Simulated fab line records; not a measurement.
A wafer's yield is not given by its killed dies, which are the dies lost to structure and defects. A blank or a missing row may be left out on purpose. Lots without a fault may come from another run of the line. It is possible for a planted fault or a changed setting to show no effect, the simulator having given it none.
Which tool is to blame? || flow n5-finfet || 11 lots with 31 wafers sampled at 3 steps, on a route of 1938 steps

== WHAT EACH GAUGE READ, for each wafer ==
N5_PASSIVATION_INSPECT_67: inspects for defects (macro). Usual: raw-defect-count reads 1.9 (standard deviation 1.2).
{"lot": "L985", "measured": "day 15 17:22", "on": "defect-inspect-02", "raw-defect-count": "3 1 2", "flag": ""}
{"lot": "L988", "measured": "day 16 04:08", "on": "defect-inspect-02", "raw-defect-count": "2 2 2", "flag": ""}
{"lot": "L986", "measured": "day 16 07:24", "on": "defect-inspect-02", "raw-defect-count": "5 1", "flag": ""}
{"lot": "L989", "measured": "day 16 13:47", "on": "defect-inspect-01", "raw-defect-count": "3 2 1", "flag": ""}
{"lot": "L993", "measured": "day 17 19:07", "on": "defect-inspect-02", "raw-defect-count": "2 3 2", "flag": ""}
{"lot": "L990", "measured": "day 17 23:22", "on": "defect-inspect-01", "raw-defect-count": "1 0 2", "flag": ""}
{"lot": "L992", "measured": "day 18 19:03", "on": "defect-inspect-02", "raw-defect-count": "2 3 2", "flag": ""}
{"lot": "L100", "measured": "day 20 08:32", "on": "defect-inspect-01", "raw-defect-count": "1 2", "flag": ""}
{"lot": "L104", "measured": "day 21 11:46", "on": "defect-inspect-02", "raw-defect-count": "1 2 5", "flag": ""}
{"lot": "L106", "measured": "day 21 12:28", "on": "defect-inspect-02", "raw-defect-count": "3 0 1", "flag": ""}
{"lot": "L108", "measured": "day 21 23:10", "on": "defect-inspect-02", "raw-defect-count": "2 2 3", "flag": ""}

== WHAT TOOL EACH LOT RAN ON (gives the tool, then ch and the chambers of the sampled wafers, and finally the start) ==
{"lot": "L985", "N5_BEOL_M14_SPUTTER_45": "pvd-sputter-01, day 14 17:44", "N5_PASSIVATION_AL_ETCH_33": "rie-metal-02 ch 0,1, day 15 15:41"}
{"lot": "L988", "N5_BEOL_M14_SPUTTER_45": "pvd-sputter-03, day 15 08:33", "N5_PASSIVATION_AL_ETCH_33": "rie-metal-01 ch 0,1, day 16 02:16"}
{"lot": "L986", "N5_BEOL_M14_SPUTTER_45": "pvd-sputter-02, day 15 11:07", "N5_PASSIVATION_AL_ETCH_33": "rie-metal-01 ch 0,1, day 16 05:38"}
{"lot": "L989", "N5_BEOL_M14_SPUTTER_45": "pvd-sputter-02, day 15 22:47", "N5_PASSIVATION_AL_ETCH_33": "rie-metal-02 ch 0, day 16 12:01"}
{"lot": "L993", "N5_BEOL_M14_SPUTTER_45": "pvd-sputter-03, day 16 22:01", "N5_PASSIVATION_AL_ETCH_33": "rie-metal-02 ch 0,1, day 17 17:38"}
{"lot": "L990", "N5_BEOL_M14_SPUTTER_45": "pvd-sputter-03, day 17 01:29", "N5_PASSIVATION_AL_ETCH_33": "rie-metal-01 ch 0,1, day 17 21:16"}
{"lot": "L992", "N5_BEOL_M14_SPUTTER_45": "pvd-sputter-03, day 17 22:14", "N5_PASSIVATION_AL_ETCH_33": "rie-metal-03 ch 0,1, day 18 17:32"}
{"lot": "L100", "N5_BEOL_M14_SPUTTER_45": "pvd-sputter-03, day 19 13:23", "N5_PASSIVATION_AL_ETCH_33": "rie-metal-03 ch 1, day 20 06:46"}
{"lot": "L104", "N5_BEOL_M14_SPUTTER_45": "pvd-sputter-01, day 20 13:17", "N5_PASSIVATION_AL_ETCH_33": "rie-metal-02 ch 0,1, day 21 10:08"}
{"lot": "L106", "N5_BEOL_M14_SPUTTER_45": "pvd-sputter-02, day 20 13:51", "N5_PASSIVATION_AL_ETCH_33": "rie-metal-02 ch 0,1, day 21 10:43"}
{"lot": "L108", "N5_BEOL_M14_SPUTTER_45": "pvd-sputter-02, day 21 01:46", "N5_PASSIVATION_AL_ETCH_33": "rie-metal-02 ch 0,1, day 21 21:40"}
- N5_BEOL_M14_SPUTTER_45: material Cu, target thk 100 nm, time 16.67 s.
- N5_PASSIVATION_AL_ETCH_33: etches Al in Cl2/BCl3, stops on TaN, target depth 2800 nm, time 466.7 s.

== WHAT THE TOOLS THEMSELVES READ (means of the sampled wafers that have a number; where no wafer has one, the mark that the record gives instead) ==
N5_BEOL_M14_SPUTTER_45. Usual: throttle-valve-pct reads 29.9 % (standard deviation 0.79).
{"lot": "L985", "tool": "pvd-sputter-01", "throttle-valve-pct (%)": 29.6, "flag": ""}
{"lot": "L988", "tool": "pvd-sputter-03", "throttle-valve-pct (%)": 29.8, "flag": ""}
{"lot": "L986", "tool": "pvd-sputter-02", "throttle-valve-pct (%)": 29.5, "flag": ""}
{"lot": "L989", "tool": "pvd-sputter-02", "throttle-valve-pct (%)": 30.2, "flag": ""}
{"lot": "L993", "tool": "pvd-sputter-03", "throttle-valve-pct (%)": 29.1, "flag": ""}
{"lot": "L990", "tool": "pvd-sputter-03", "throttle-valve-pct (%)": 29.0, "flag": ""}
{"lot": "L992", "tool": "pvd-sputter-03", "throttle-valve-pct (%)": 30.0, "flag": ""}
{"lot": "L100", "tool": "pvd-sputter-03", "throttle-valve-pct (%)": 30.9, "flag": ""}
{"lot": "L104", "tool": "pvd-sputter-01", "throttle-valve-pct (%)": 29.5, "flag": ""}
{"lot": "L106", "tool": "pvd-sputter-02", "throttle-valve-pct (%)": 29.9, "flag": ""}
{"lot": "L108", "tool": "pvd-sputter-02", "throttle-valve-pct (%)": 30.2, "flag": ""}

N5_PASSIVATION_AL_ETCH_33. Usual: drypump-motor-current-A 6.2 A, standard deviation 0.43; oes-product-au 0.75 a.u., standard deviation 0.043; throttle-valve-pct 34.1 %, standard deviation 0.32.
{"lot": "L985", "tool": "rie-metal-02", "drypump-motor-current-A (A)": 6.0, "oes-product-au (a.u.)": 0.77, "throttle-valve-pct (%)": 34.1, "flag": ""}
{"lot": "L988", "tool": "rie-metal-01", "drypump-motor-current-A (A)": 6.3, "oes-product-au (a.u.)": 0.78, "throttle-valve-pct (%)": 34.3, "flag": ""}
{"lot": "L986", "tool": "rie-metal-01", "drypump-motor-current-A (A)": 6.4, "oes-product-au (a.u.)": 0.79, "throttle-valve-pct (%)": 34.4, "flag": ""}
{"lot": "L989", "tool": "rie-metal-02", "drypump-motor-current-A (A)": 6.6, "oes-product-au (a.u.)": 0.77, "throttle-valve-pct (%)": 33.8, "flag": ""}
{"lot": "L993", "tool": "rie-metal-02", "drypump-motor-current-A (A)": 6.0, "oes-product-au (a.u.)": 0.75, "throttle-valve-pct (%)": 34.0, "flag": ""}
{"lot": "L990", "tool": "rie-metal-01", "drypump-motor-current-A (A)": 6.5, "oes-product-au (a.u.)": 0.78, "throttle-valve-pct (%)": 34.5, "flag": ""}
{"lot": "L992", "tool": "rie-metal-03", "drypump-motor-current-A (A)": 5.8, "oes-product-au (a.u.)": 0.81, "throttle-valve-pct (%)": 34.0, "flag": ""}
{"lot": "L100", "tool": "rie-metal-03", "drypump-motor-current-A (A)": 5.5, "oes-product-au (a.u.)": 0.82, "throttle-valve-pct (%)": 33.8, "flag": ""}
{"lot": "L104", "tool": "rie-metal-02", "drypump-motor-current-A (A)": 6.3, "oes-product-au (a.u.)": 0.72, "throttle-valve-pct (%)": 33.9, "flag": ""}
{"lot": "L106", "tool": "rie-metal-02", "drypump-motor-current-A (A)": 6.3, "oes-product-au (a.u.)": 0.72, "throttle-valve-pct (%)": 34.0, "flag": ""}
{"lot": "L108", "tool": "rie-metal-02", "drypump-motor-current-A (A)": 6.0, "oes-product-au (a.u.)": 0.72, "throttle-valve-pct (%)": 34.1, "flag": ""}

== THE ANSWER, worked out from the rows above alone ==
Rule: lot off if the mean of its wafers having a number is beyond 3 standard deviations from the usual mean. Also off: a lot with no number at a reading for which 4 or more lots have one. Where the step has rows for the other lots, those lots are counted as sound. The gauges are gone through in route order, then the tools' own readings, and for those a lot's mean is taken as printed above. At the first step where some lot is off, the reading lying furthest off is the one used; lots without a number count as furthest.
Nothing can be told from this: no lot is off at any reading shown.

== WHAT WAS PUT IN BY THE SIMULATOR ==
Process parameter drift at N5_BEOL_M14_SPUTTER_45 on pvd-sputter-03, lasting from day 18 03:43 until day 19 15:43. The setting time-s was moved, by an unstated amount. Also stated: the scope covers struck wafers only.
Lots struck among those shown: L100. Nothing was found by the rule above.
